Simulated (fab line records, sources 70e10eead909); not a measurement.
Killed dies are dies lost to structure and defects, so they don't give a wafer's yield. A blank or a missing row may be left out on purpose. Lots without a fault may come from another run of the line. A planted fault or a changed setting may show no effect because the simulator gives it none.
fab line records | flow nand_harc
record lots=15 wafers=44 last_day=25
route steps=1159 shown P_BONDPAD@385 A_ZERO_WELL@401 A_ONON_D1@436 END@1159
lots that met no fault: from a run of the same line without faults
start_h: hours from the record's first day to the start of the lot's first wafer shown | wait_h: hours since the lot's step before | " the same as in the row above | L1.1+2: a row that stands for several wafers | - no value, or no start given | * or withheld: withheld | < > ~ a bound
route shown NAME@n: a module of which the file shows steps, and the number in the route of the first | usual: mean/standard deviation of fault-free wafers | same: alike in all rows | chamber/n: place in a boat | sites: the reading at each site | _std_site: their standard deviation | _edge_site: outer sites' mean less inner sites' | radius_mm: how far each site lies from the wafer's centre | mask NAME#n: copy n | behind: the tool/chamber that last shaped the wafer | hold: why the lot was held/for how many hours/how that ended | device: the transistor (n, p or np) that didn't switch | end of line: the same wafers' tests at the end of the route | a step without rows: its recipe alone | killed: dies lost to structure and defects at the first sort, not the wafer's yield | map: a wafer's dies, x killed, . not, _ none there
set.NAME: the setting as run; set.NAME@STEP: as run at that earlier step | model.NAME: the simulator's own value behind a step, which no gauge read
steps of the route over a sample of lots; a table a step, a row a wafer
services: from which hour (start_h, from the record's first day; less than 0 if before it) a tool's chamber was out of use, for how many hours, and why
## steps
# step NHARC_P_BONDPAD_INSPECT_23
# usual raw_defect_count=329/120
# columns lot.wafer tool chamber start_h wait_h raw_defect_count
L969.2 defect_inspect-02 - 131.82 0.0 206
L969.3 " - " " 198
L969.5 " - " " 122
L971.1 defect_inspect-01 - 148.12 0.0 170
L971.3 " - " " 233
L971.6 " - " " 143
L972.2 defect_inspect-01 - 148.57 0.0 369
L972.3 " - " " 443
L972.6 " - " " 424
L973.1 defect_inspect-01 - 157.65 0.0 333
L973.3 " - " " 399
L973.5 " - " " 252
L974.1 defect_inspect-02 - 169.96 0.0 519
L974.5 " - " " 291
L974.6 " - " " 339
L975.4 defect_inspect-02 - 175.09 0.0 375
L975.5 " - " " 387
L975.6 " - " " 438
L976.3 defect_inspect-01 - 175.43 0.0 255
L976.4 " - " " 334
L976.6 " - " " 316
L977.1 defect_inspect-01 - 179.89 0.0 365
L977.4 " - " " 320
L977.5 " - " " 313
L979.3 defect_inspect-01 - 185.14 0.0 576
L979.4 " - " " 432
L979.6 " - " " 240
L978.1 defect_inspect-01 - 188.92 0.0 305
L978.2 " - " " 323
L978.6 " - " " 246
L981.2 defect_inspect-01 - 210.27 0.0 380
L981.3 " - " " 391
L981.5 " - " " 314
L980.2 defect_inspect-01 - 212.70 0.0 400
L980.3 " - " " 260
L980.6 " - " " 231
L984.1 defect_inspect-01 - 227.43 0.0 262
L984.3 " - " " 431
L984.4 " - " " 380
L986.4 defect_inspect-01 - 232.97 0.0 479
L986.5 " - " " 699
L991.1 defect_inspect-02 - 271.87 0.1 269
L991.2 " - " " 364
L991.4 " - " " 229
# step NHARC_A_ZERO_WELL_CD_MEAS_10
# recipe target_cd_nm=2000 landing_energy_ev=500
# usual cd_nm=2002.3/2.4
# columns lot.wafer tool chamber start_h wait_h cd_nm
L969.2 cd_sem-03 0 133.14 - 2003.3
L969.3 " 0 " " 2004.4
L969.5 " 0 " " 2001.4
L971.1 cd_sem-03 0 149.43 - 2005.4
L971.3 " 0 " " 2003.4
L971.6 " 0 " " 2000.7
L972.2 cd_sem-03 0 149.87 - 2003.9
L972.3 " 0 " " 2001.0
L972.6 " 0 " " 2002.4
L973.1 cd_sem-03 0 158.84 - 2002.7
L973.3 " 0 " " 2000.3
L973.5 " 0 " " 2005.5
L974.1 cd_sem-02 0 171.29 - 2007.4
L974.5 " 0 " " 2004.5
L974.6 " 0 " " 1999.5
L975.4 cd_sem-01 0 176.41 - 2001.3
L975.5 " 0 " " 2004.1
L975.6 " 0 " " 2001.1
L976.3 cd_sem-02 0 176.74 - 2000.9
L976.4 " 0 " " 1996.6
L976.6 " 0 " " 1996.8
L977.1 cd_sem-02 0 181.20 - 2002.1
L977.4 " 0 " " 2001.5
L977.5 " 0 " " 2003.5
L979.3 cd_sem-03 0 186.48 - 1999.5
L979.4 " 0 " " 1999.7
L979.6 " 0 " " 2001.4
L978.1 cd_sem-02 0 190.23 - 1999.9
L978.2 " 0 " " 2004.2
L978.6 " 0 " " 2005.0
L981.2 cd_sem-03 0 211.58 - 2000.6
L981.3 " 0 " " 2000.9
L981.5 " 0 " " 2003.3
L980.2 cd_sem-03 0 213.88 - 2002.5
L980.3 " 0 " " 2002.6
L980.6 " 0 " " 1999.6
L984.1 cd_sem-02 0 228.75 - 2002.2
L984.3 " 0 " " 2008.0
L984.4 " 0 " " 2001.8
L986.4 cd_sem-01 0 234.15 - 1999.5
L986.5 " 0 " " 2004.4
L991.1 cd_sem-01 0 273.19 - 2007.9
L991.2 " 0 " " 2004.7
L991.4 " 0 " " 2005.1
# step NHARC_A_ONON_D1_DEP_16
# recipe target_thk_a=10000 n2_flow_sccm=2750 n2o_flow_sccm=2000 nh3_flow_sccm=500 sih4_flow_sccm=210 temp_c=400
# usual sih4_flow_sccm=210.0/0.56
# columns lot.wafer tool chamber start_h wait_h sih4_flow_sccm
L969.2 pecvd_onon-03 0 168.99 0.1 210.7
L969.3 " 0 " " 210.6
L969.5 " 0 " " 209.6
L971.1 pecvd_onon-02 0 184.94 0.1 210.6
L971.3 " 0 " " 210.5
L971.6 " 0 " " 210.0
L972.2 pecvd_onon-03 0 184.99 0.1 210.7
L972.3 " 0 " " 210.7
L972.6 " 0 " " 211.0
L973.1 pecvd_onon-02 0 193.97 0.1 209.0
L973.3 " 0 " " 210.1
L973.5 " 0 " " 209.7
L974.1 pecvd_onon-02 0 204.29 0.1 209.5
L974.5 " 0 " " 210.5
L974.6 " 0 " " 209.9
L977.1 pecvd_onon-04 0 214.21 0.1 210.2
L977.4 " 0 " " 210.3
L977.5 " 0 " " 210.6
L976.3 pecvd_onon-02 0 214.34 0.2 210.0
L976.4 " 0 " " 209.9
L976.6 " 0 " " 209.4
L975.4 pecvd_onon-03 0 214.38 0.2 209.8
L975.5 " 0 " " 209.9
L975.6 " 0 " " 209.9
L979.3 pecvd_onon-04 0 218.91 0.2 210.9
L979.4 " 0 " " 209.7
L979.6 " 0 " " 210.7
L978.1 pecvd_onon-02 0 224.58 0.1 210.3
L978.2 " 0 " " 208.9
L978.6 " 0 " " 208.9
L981.2 pecvd_onon-02 0 243.24 0.1 210.2
L981.3 " 0 " " 210.5
L981.5 " 0 " " 209.4
L980.2 pecvd_onon-02 0 243.59 0.5 209.7
L980.3 " 0 " " 210.0
L980.6 " 0 " " 209.8
L984.1 pecvd_onon-03 0 264.14 0.1 209.8
L984.3 " 0 " " 209.3
L984.4 " 0 " " 209.6
L986.4 pecvd_onon-02 0 267.95 0.2 209.8
L986.5 " 0 " " 209.8
L991.1 pecvd_onon-03 0 308.57 0.1 210.3
L991.2 " 0 " " 210.0
L991.4 " 0 " " 210.2
# step NHARC_A_ONON_D1_THK_MEAS_18
# recipe thk_meas_gauge=ellipsometry
# usual thk_nm=1004/7.5
# columns lot.wafer tool chamber start_h wait_h thk_nm
L969.2 film_metro-02 - 169.44 - 1008
L969.3 " - " " 1006
L969.5 " - " " 1007
L972.2 film_metro-01 - 185.44 - 1020
L972.3 " - " " 1021
L972.6 " - " " 1021
L971.1 film_metro-02 - 185.45 - 1011
L971.3 " - " " 1011
L971.6 " - " " 1009
L973.1 film_metro-01 - 194.49 - 1004
L973.3 " - " " 1003
L973.5 " - " " 1004
L974.1 film_metro-01 - 204.80 - 1004
L974.5 " - " " 1006
L974.6 " - " " 1006
L975.4 film_metro-02 - 214.72 - 1008
L975.5 " - " " 1006
L975.6 " - " " 1007
L977.1 film_metro-02 - 214.72 - 1004
L977.4 " - " " 1005
L977.5 " - " " 1003
L976.3 film_metro-01 - 214.74 - 1003
L976.4 " - " " 1004
L976.6 " - " " 1003
L979.3 film_metro-02 - 219.31 - 1012
L979.4 " - " " 1012
L979.6 " - " " 1010
L978.1 film_metro-01 - 225.10 - 1005
L978.2 " - " " 1004
L978.6 " - " " 1004
L981.2 film_metro-01 - 243.69 - 1009
L981.3 " - " " 1956
L981.5 " - " " 1008
L980.2 film_metro-02 - 244.04 - 997
L980.3 " - " " 1946
L980.6 " - " " 998
L984.1 film_metro-01 - 264.65 - 1006
L984.3 " - " " 1006
L984.4 " - " " 1005
L986.4 film_metro-01 - 268.30 - 1956
L986.5 " - " " 1008
L991.1 film_metro-02 - 309.08 - 1012
L991.2 " - " " 1011
L991.4 " - " " 1011
# step NHARC_END_SORT_01
# recipe temp_c=25
# usual killed_at_array=26/9.7 killed_at_other=1.0/1.2 killed_at_periphery=3.9/2.6 killed_dies=31/9.7 killed_open=3.2/1.8 killed_short=2.0/1.3
# same gross_dies=677
# columns lot.wafer tool chamber start_h wait_h killed_at_array killed_at_other killed_at_periphery killed_dies killed_open killed_short
L981.2 prober-01 0 504.92 2.8 19 3 6 28 2 2
L981.3 prober-01 0 505.72 3.1 668 1 8 677 4 3
L981.5 prober-01 0 507.33 3.7 29 2 5 36 4 5
L980.2 prober-02 0 508.42 2.8 12 0 1 13 2 1
L980.3 prober-02 0 509.21 3.1 670 3 4 677 3 3
L980.6 prober-02 0 511.58 4.0 18 2 6 26 3 5
L986.4 prober-02 0 544.65 3.4 669 1 7 677 3 4
L986.5 prober-02 0 545.46 3.7 12 0 3 15 1 2
# killed by level:class
L981.2 A_SLIT:chamber_film_flake=12 P_CONTACT:chamber_film_flake=4 A_STAIRCASE:chamber_film_flake=4 THIN_TSV:chamber_film_flake=3 A_CHANNEL_FILL_D1:geometric_particle:short=2 P_BONDPAD:geometric_particle:open=1 A_CONTACT:geometric_particle:open=1 P_ZERO_WELL:chamber_film_flake=1
L981.3 A_ONON_D1:area_dep=654 A_SLIT:chamber_film_flake=5 P_CONTACT:chamber_film_flake=4 A_WL_FILL:geometric_particle:open=2 P_ZERO_WELL:chamber_film_flake=2 A_CHANNEL_HOLE_D1:chamber_film_flake=2 A_CONTACT:chamber_film_flake=2 P_CONTACT:geometric_particle:open=1
L981.5 A_SLIT:chamber_film_flake=9 A_CHANNEL_HOLE_D1:chamber_film_flake=5 P_CONTACT:chamber_film_flake=4 A_WL_FILL:chamber_film_flake=3 A_CHANNEL_FILL_D1:geometric_particle:short=2 A_WL_FILL:geometric_particle:open=2 A_STAIRCASE:chamber_film_flake=2 A_ONON_D1:geometric_particle:open=1
L980.2 A_CHANNEL_HOLE_D1:chamber_film_flake=5 A_CONTACT:chamber_film_flake=3 A_M0:geometric_particle:open=2 A_SOURCE_PLATE:geometric_particle:short=1 P_GATE:chamber_film_flake=1 A_CHANNEL_FILL_D1:chamber_film_flake=1
L980.3 A_ONON_D1:area_dep=652 A_CHANNEL_HOLE_D1:chamber_film_flake=6 P_STI:chamber_film_flake=3 A_STAIRCASE:chamber_film_flake=3 HYBRID_BOND:chamber_film_flake=3 A_CHANNEL_FILL_D1:chamber_film_flake=2 A_CONTACT:chamber_film_flake=2 P_M0:geometric_particle:open=1
L980.6 A_CONTACT:chamber_film_flake=6 A_CHANNEL_HOLE_D1:chamber_film_flake=4 P_CONTACT:chamber_film_flake=2 A_CHANNEL_FILL_D1:chamber_film_flake=2 P_M0:geometric_particle:short=1 P_M0:geometric_particle:open=1 P_M2:geometric_particle:short=1 A_CHANNEL_HOLE_D1:geometric_particle:open=1
L986.4 A_ONON_D1:area_dep=653 P_M2:chamber_film_flake=5 A_CHANNEL_HOLE_D1:chamber_film_flake=3 A_STAIRCASE:chamber_film_flake=3 A_WL_FILL:chamber_film_flake=2 A_CONTACT:chamber_film_flake=2 P_CONTACT:geometric_particle:short=1 P_M0:geometric_particle:short=1
L986.5 A_CHANNEL_HOLE_D1:chamber_film_flake=7 P_GATE:chamber_film_flake=2 P_M1:geometric_particle:open=1 A_ONON_D1:geometric_particle:short=1 A_CHANNEL_HOLE_D1:geometric_particle:short=1 A_STAIRCASE:chamber_film_flake=1 A_SLIT:chamber_film_flake=1 A_CONTACT:chamber_film_flake=1
## services
# columns tool chamber start_h hours kind
pecvd_onon-03 - 153.00 13.0 pm
pecvd_onon-04 - 237.00 13.0 pm
pecvd_onon-02 - 292.00 13.0 pm
## key
first_sign step=NHARC_A_ONON_D1_THK_MEAS_18 reading=thk_nm direction=up sigmas=99+ usual=1004 struck=1953
effect step=NHARC_END_SORT_01 reading=killed_dies direction=up sigmas=67 usual=31 struck=677
more_kills_born_at NHARC_A_ONON_D1_DEP_16@pecvd_onon-02=1959
met_at NHARC_A_ONON_D1_DEP_16
struck_lots L980,L981,L986
struck_wafers L980.3,L981.3,L986.4
later_rows_left_out L980.3,L981.3,L986.4
tester_left_out L980,L981,L986
not_acting_at NHARC_P_BONDPAD_INSPECT_23,NHARC_A_ZERO_WELL_CD_MEAS_10
fault kind=process_parameter_drift tool=pecvd_onon-02 chamber=- onset_h=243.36 steps=NHARC_A_ONON_D1_DEP_16 channel=target_thk_a offset=* shape=step end_h=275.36 scope=struck_wafers_only acts_in=* stated=*
# tester_left_out: of these lots the tester's yield and bins aren't shown, on N5 and GAA mostly nor the transistor test; their killed dies are dies lost to structure and defects alone, not to doping, threshold or leakage, so they don't give the yield
# later_rows_left_out: the simulator's readings of these wafers behind a module that went badly wrong aren't trusted and aren't shown, but for the sort
